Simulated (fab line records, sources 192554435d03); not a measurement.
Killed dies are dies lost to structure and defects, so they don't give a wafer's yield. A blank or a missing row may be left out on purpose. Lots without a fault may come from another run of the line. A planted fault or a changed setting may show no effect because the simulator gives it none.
One fault seen from 2 desks | flow n5_finfet | each desk has only its own numbers; what lay behind them comes last

THE METROLOGY DESK
What the gauges read, lot by lot, whatever tool the lot ran on: means of the sampled wafers that have a number. A lot is out of limits, marked OUT, if its mean lies more than 4 standard deviations from the usual mean; the brackets give that distance.
Columns: A = M6_ILD_THK at N5_BEOL_M6_THK_MEAS_01, usual 155.1 nm
lot  | first seen here | A
L517 | day 9 02:59     | 154.0
L522 | day 10 09:14    | 156.6
L520 | day 10 09:45    | 154.6
L523 | day 10 12:40    | 153.5
L530 | day 12 00:50    | 170.5 (+8.1) OUT
L529 | day 12 07:28    | 185.5 (+16) OUT
L532 | day 13 05:12    | 154.9
L535 | day 13 09:34    | 154.6
L538 | day 14 04:36    | 155.5
L536 | day 14 08:07    | 154.1
L537 | day 14 12:35    | 154.5
This desk's finding: out of limits on L529, L530; first on L530, day 12 00:50 (M6_ILD_THK at N5_BEOL_M6_THK_MEAS_01). In limits: L517, L522, L520, L523, L532, L535, L538, L536, L537.

THE TOOL OWNER'S DESK: pecvd-01
The tool's own readings at N5_BEOL_M6_ILD_DEP_00 (deposits SiCOH lowk from DEMS/porogen, target thk 179.75 nm, time 33.4 s): means of the sampled wafers that have a number, for each lot that ran on this tool. A lot is out of limits, marked OUT, if its mean lies more than 4 standard deviations from the usual mean; the brackets give that distance.
Columns: A = chamber_pressure_Torr at N5_BEOL_M6_ILD_DEP_00, usual 4.999 Torr; B = heater_power_w at N5_BEOL_M6_ILD_DEP_00, usual 313 W; C = showerhead_plenum_p_Torr at N5_BEOL_M6_ILD_DEP_00, usual 5.739 Torr; D = showerhead_vpp_V at N5_BEOL_M6_ILD_DEP_00, usual 1409 V; E = throttle_valve_pct at N5_BEOL_M6_ILD_DEP_00, usual 13.9 %
lot  | first seen here | A     | B   | C     | D    | E
L522 | day 10 08:36    | 5.006 | 342 | 5.722 | 1375 | 14.4
L520 | day 10 09:11    | 4.994 | 323 | 5.740 | 1367 | 14.1
L523 | day 10 12:05    | 4.999 | 321 | 5.734 | 1365 | 14.2
L530 | day 11 23:59    | 5.007 | 329 | 5.739 | 1369 | 14.3
L529 | day 12 06:53    | 4.988 | 304 | 5.738 | 1388 | 14.3
This desk's finding: nothing out of limits on any of the 5 lots.

PUT TOGETHER
The metrology desk could have raised an alarm at day 12 00:50, on L529, L530.
The tool owner's desk saw nothing out of limits.
The tool owner's desk has L529, L530 on record, within its limits.
Of the lots named, all ran N5_BEOL_M6_ILD_DEP_00 on pecvd-01.

WHAT THE SIMULATOR HAD PUT IN
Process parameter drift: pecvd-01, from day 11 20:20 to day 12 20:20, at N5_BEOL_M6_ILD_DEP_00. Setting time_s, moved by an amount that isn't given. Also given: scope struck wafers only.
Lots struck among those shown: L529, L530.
Hours from the fault's start to each desk's first reading out of limits: the metrology desk, 4.
